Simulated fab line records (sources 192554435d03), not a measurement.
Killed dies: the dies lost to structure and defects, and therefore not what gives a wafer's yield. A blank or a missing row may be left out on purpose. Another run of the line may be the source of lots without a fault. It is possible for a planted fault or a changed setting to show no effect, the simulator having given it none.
Which of the tools did it? | flow n5 finfet | 9 lots with 26 wafers sampled at 3 steps, on a route of 1938 steps

## WHAT EACH GAUGE READ, for each wafer
N5_BEOL_M3_CD_MEAS_28: target cd 25.7 nm, target cd y 23.3 nm.
lot  | measured     | on        | cd nm (nm)
L672 | day 7 22:58  | cd sem-03 | 25.65 25.92 25.98
L674 | day 8 02:46  | cd sem-01 | 25.80 25.71 25.46
L675 | day 8 03:04  | cd sem-01 | 25.54 25.80 25.68
L681 | day 10 01:04 | cd sem-01 | 25.69 25.37
L685 | day 11 13:27 | cd sem-02 | 25.56 25.77 25.87
L689 | day 13 02:53 | cd sem-02 | 25.68 25.98 25.89
L688 | day 13 03:06 | cd sem-02 | 25.66 25.67 25.71
L687 | day 13 13:05 | cd sem-03 | 25.67 25.52 25.35
L693 | day 14 02:26 | cd sem-03 | 25.34 25.70 25.57

## EACH LOT AND THE TOOL THAT RAN IT (in order: tool; ch and the chambers of the sampled wafers; start)
lot  | N5_BEOL_M3_ETCH_64                 | N5_BEOL_M3_STRIP_66
L672 | rie diel-06 ch 0,1,3, day 7 22:17  | rie diel-06 ch 0,1,3, day 7 22:25
L674 | rie diel-06 ch 0,3, day 8 02:05    | rie diel-06 ch 0,3, day 8 02:13
L675 | rie diel-06 ch 0,1,3, day 8 02:23  | rie diel-06 ch 0,1,3, day 8 02:31
L681 | rie diel-02 ch 0,1, day 10 00:23   | rie diel-02 ch 0,1, day 10 00:31
L685 | rie diel-03 ch 1,3, day 11 12:32   | rie diel-03 ch 1,3, day 11 12:40
L689 | rie diel-02 ch 0,2,3, day 13 02:13 | rie diel-02 ch 0,2,3, day 13 02:20
L688 | rie diel-03 ch 0,3, day 13 02:26   | rie diel-03 ch 0,3, day 13 02:34
L687 | rie diel-03 ch 2,3, day 13 12:16   | rie diel-03 ch 2,3, day 13 12:23
L693 | rie diel-02 ch 2,3, day 14 01:31   | rie diel-02 ch 2,3, day 14 01:38
- N5_BEOL_M3_ETCH_64: etches SOC in N2/H2, target depth 75 nm, overetch 15 nm, time 112.5 s.
- N5_BEOL_M3_STRIP_66: strips in CF4.

## THE ANSWER, worked out from the rows above alone
Rule: the usual values come from the lots themselves. Put in order of their means at a reading, lots are off if they are a third of the lots or fewer, leave a main group of 4 or more, and stand apart from it by a gap of 3 or more times the standard deviation of the main group's means; of several such gaps the widest counts. Not used: any main group whose means are identical at the precision the tables above print for the reading. A lot without any number at a reading at which 4 lots or more have one is off too. The other lots that the step has rows for count as sound.
Across all readings shown, no lot is off: no conclusion can be drawn from this.

## WHAT THE SIMULATOR HAD PUT IN
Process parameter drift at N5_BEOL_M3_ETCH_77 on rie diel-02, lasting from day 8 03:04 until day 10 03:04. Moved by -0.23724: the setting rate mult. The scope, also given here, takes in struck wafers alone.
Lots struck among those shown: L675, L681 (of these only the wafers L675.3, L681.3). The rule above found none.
